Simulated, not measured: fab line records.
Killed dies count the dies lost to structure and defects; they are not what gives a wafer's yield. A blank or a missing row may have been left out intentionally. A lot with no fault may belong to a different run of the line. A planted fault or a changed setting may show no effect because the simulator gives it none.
Matching of chambers | flow nand-harc | NHARC_A_STAIRCASE_DEP_322 on pecvd-01: 3 sister chambers
The step deposits SiO2, target thk 7200 nm. 16 wafers are shown with their chamber, then 8 later ones without.

WAFERS PAIRED WITH THEIR CHAMBERS
wafer  | chamber | heater-power-w (W)
L075.1 | 0       | 575
L075.2 | 1       | 699
L075.4 | 2       | 675
L079.1 | 0       | 658
L079.2 | 2       | 794
L079.6 | 1       | 652
L078.3 | 1       | 751
L078.5 | 1       | 673
L078.6 | 0       | 550
L086.1 | 0       | 525
L086.2 | 1       | 782
L086.4 | 1       | 623
L089.1 | 0       | 636
L089.2 | 1       | 722
L089.6 | 2       | 660
L090.2 | 0       | 633

SIGNATURES (averages over the wafers above)
reading        | chamber 0 | chamber 1 | chamber 2 | scatter within a chamber
heater-power-w | 596.17    | 700.29    | 709.67    | 58.2
Rule: for each reading, subtract the chamber's mean from the wafer's reading, divide by that reading's scatter and square the result; add these up over the readings and take the root, which gives the wafer's distance from the chamber. The wafer belongs to the nearest chamber; if the next one is less than 2 further off, it can't be placed. The scatter: take each reading less its chamber's mean, square it, sum over the shown wafers, divide by the number of wafers less the number of chambers, and take the root.

WAFERS MISSING THEIR CHAMBER
wafer  | heater-power-w (W)
L090.4 | 649
L090.6 | 521
L092.3 | 710
L092.4 | 515
L092.5 | 658
L094.2 | 630
L094.3 | 764
L094.4 | 499

WHICH CHAMBER EACH WENT THROUGH
wafer  | from the rows above          | in truth
L090.4 | can't be placed: 1 or 0 or 2 | 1
L090.6 | can't be placed: 0 or 1 or 2 | 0
L092.3 | can't be placed: 2 or 1 or 0 | 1
L092.4 | can't be placed: 0 or 1 or 2 | 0
L092.5 | can't be placed: 1 or 2 or 0 | 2
L094.2 | can't be placed: 0 or 1 or 2 | 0
L094.3 | can't be placed: 2 or 1 or 0 | 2
L094.4 | can't be placed: 0 or 1 or 2 | 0
Correct placement for 0 of the 8. Cannot be placed on the basis of these rows: 8; the candidates contain the true chamber in 8. Placed wrongly: 0.
